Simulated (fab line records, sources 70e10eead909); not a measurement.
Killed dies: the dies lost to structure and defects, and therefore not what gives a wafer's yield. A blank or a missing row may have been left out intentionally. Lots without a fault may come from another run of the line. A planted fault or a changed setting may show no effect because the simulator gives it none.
Comparing a struck lot with a sound one / flow nand harc / 13 out of 1302 route steps
Sound: the wafers L444.1, L444.4, L444.6. Wafers struck: L454.3, L454.6. The cause is named last.
Per side, at each step with rows, come the tool, then ch with its chambers, and then its first start. Under that, the readings that differ: sound wafers / struck wafers / difference of the means / sigmas: that difference in standard deviations of wafers without a fault.
alike: same words and numbers on both sides, and readings whose means sit less than 2 such deviations apart. not compared: any withheld reading, any reading some wafer has no value for, any bound like >300 that may hide the same value, and any number with overlapping values for which the record gives no deviation.
The two part at a step that has a row with sigmas, a row that says differs or no value, or rows on one side only. Non-overlapping numbers with no deviation appear without sigmas and do not part them. A reading missing from all wafers of one side parts the sides only when that side holds two or more wafers.

NHARC_A_ONON_D2_THK_MEAS_30: measures by ellipsometry.
  sound: film metro-01 at day 15 16:49; struck: film metro-02 at day 20 06:23
  alike: thk nm
NHARC_A_ONON_D2_DEP_33: deposits SiO2, target thk 200 nm.
  sound on pecvd-03 ch 0,1, day 15 16:58; struck on pecvd-03 ch 1,2, day 20 06:32
  alike: heater power w, rf fwd power W, throttle valve pct
NHARC_A_ONON_D2_THK_MEAS_34: measures by ellipsometry.
  sound: film metro-01 at day 15 17:17; struck: film metro-02 at day 20 06:52
  alike: thk nm
NHARC_A_ONON_D2_INSPECT_32:
  sound: defect inspect-02 at day 15 17:22; struck: defect inspect-01 at day 20 06:55
  alike: raw defect count
NHARC_A_CHANNEL_HOLE_D2_DEP_00: deposits aC, target thk 3100 nm.
  sound on acl dep-02 ch 0, day 15 18:29; struck on acl dep-01 ch 0, day 20 07:40
  alike: throttle valve pct
NHARC_A_CHANNEL_HOLE_D2_DEP_01: deposits SiON, target thk 140 nm.
  sound on pecvd-03 ch 0,1, day 15 20:23; struck on pecvd-02 ch 0,2, day 20 09:02
  alike: heater power w, rf fwd power W
then, 5 steps without rows for these wafers: NHARC_A_CHANNEL_HOLE_D2_DEHYDRATE_02 (time 120 s); NHARC_A_CHANNEL_HOLE_D2_HMDS_03 (time 30 s); NHARC_A_CHANNEL_HOLE_D2_COAT_36 (time 75 s); NHARC_A_CHANNEL_HOLE_D2_COAT_37 (time 65 s); NHARC_A_CHANNEL_HOLE_D2_COAT_04 (resist thk 90 nm).
NHARC_A_CHANNEL_HOLE_D2_SOFTBAKE_05: time 55 s.
  sound on litho track-01 ch 0, day 15 20:00; struck on litho track-04 ch 0, day 20 09:00
reading=heater power total W (W); sound=188.29 188.39 188.49; struck=323.23 323.64; difference=+135.05; sigmas=+99 or more
following that, these wafers have no rows for 1 step: NHARC_A_CHANNEL_HOLE_D2_EBR_06.

## WHERE THEY PART
At NHARC_A_CHANNEL_HOLE_D2_SOFTBAKE_05 and nowhere else, as far as this record goes.

WHY: the cause the simulator had injected
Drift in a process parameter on litho track-04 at NHARC_A_CHANNEL_HOLE_D2_SOFTBAKE_05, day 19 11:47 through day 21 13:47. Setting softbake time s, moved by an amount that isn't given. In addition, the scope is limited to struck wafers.
